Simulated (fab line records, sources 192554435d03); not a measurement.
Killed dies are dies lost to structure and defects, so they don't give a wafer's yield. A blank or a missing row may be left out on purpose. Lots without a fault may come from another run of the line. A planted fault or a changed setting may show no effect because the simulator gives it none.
Problem report in the 8D (eight disciplines) form, filled by code | flow n5_finfet | the parts of the form that need people (team, actions taken, sign-off) are left out

1. THE PROBLEM
spin_speed_rpm at N5_BEOL_M9_COAT_64 reads a mean of 1236.7 rpm on 6 wafers of 2 lots; wafers without a fault read 1500.1 rpm with a standard deviation of 0.95. That is -99 or more standard deviations from the usual mean.
The step: time 60 s, resist thk 12 nm.
First seen on wafer L525.2, day 14 12:56, on litho_track-04. The record holds 30 wafers of 10 lots with a number at this step. Rule for "out", or "out of limits": more than 4 standard deviations from the usual mean. The other wafers with a number count as sound.

2. WHAT IT IS AND WHAT IT IS NOT
question                    | is                     | is not
which readings at this step | spin_speed_rpm         | -
which lots                  | L525, L532             | L522, L523, L534, L537, L541, L542, L543, L544
which wafers of those lots  | all that have a number | -
read on which tools         | litho_track-04         | litho_track-03, litho_track-05
when                        | from day 14 12:56      | up to then (6 sound wafers); but 18 sound wafers of L534, L537, L541, L542, L543, L544 came after

3. SUSPECTS, AND WHAT RULES EACH OUT
Counting: a tool at a process step up to the reading stays a suspect if it ran every lot that is out and no sound lot after the first of them.
- litho_track-04 at N5_BEOL_M9_COAT_64 (time 60 s, resist thk 12 nm): kept. It ran every lot that is out, first L525 (day 14 12:56), and no sound lot after that; its last sound lot up to then is L523 (day 13 02:49). Its own readings are out on those wafers: spin_speed_rpm.
Left after counting: litho_track-04 at N5_BEOL_M9_COAT_64.

4. THE CAUSE (what the simulator had put in)
Process parameter drift: litho_track-04, from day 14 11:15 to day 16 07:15, at N5_BEOL_M9_COAT_64. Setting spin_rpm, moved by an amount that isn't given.
Counting left only this tool.

5. THE CHAIN OF EFFECTS, in route order
Each row: a reading whose mean over the struck wafers that have a number lies more than 3 standard deviations from the usual. Only readings for which the record gives a usual standard deviation are gone through. hours: the time from each lot's start at the first step in this table that gives one to its start at this step, as a median over the lots. sigmas: the change in usual standard deviations.
hours | step               | reading           | usual      | on struck wafers | change | sigmas
0     | N5_BEOL_M9_COAT_64 | spin_speed_rpm    | 1500.1 rpm | 1236.7           | -263.4 | -99 or more
1     | N5_BEOL_M9_ETCH_65 | etch_rf_on_time_s | 25.4 s     | 28.4             | +3.0   | +4.2
The process steps in it:
- N5_BEOL_M9_COAT_64: time 60 s, resist thk 12 nm.
- N5_BEOL_M9_ETCH_65: etches SiARC in CF4, target depth 15.6 nm, time 26 s.
Later measuring or inspecting steps at which every struck wafer that the step has a row for has a number for every such reading, and none has moved that far: N5_BEOL_M9_CD_MEAS_28.

6. WHAT WOULD HAVE CAUGHT IT SOONER
In this record the first reading out of limits was taken at day 14 12:56, 2 hours after the fault began at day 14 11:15.
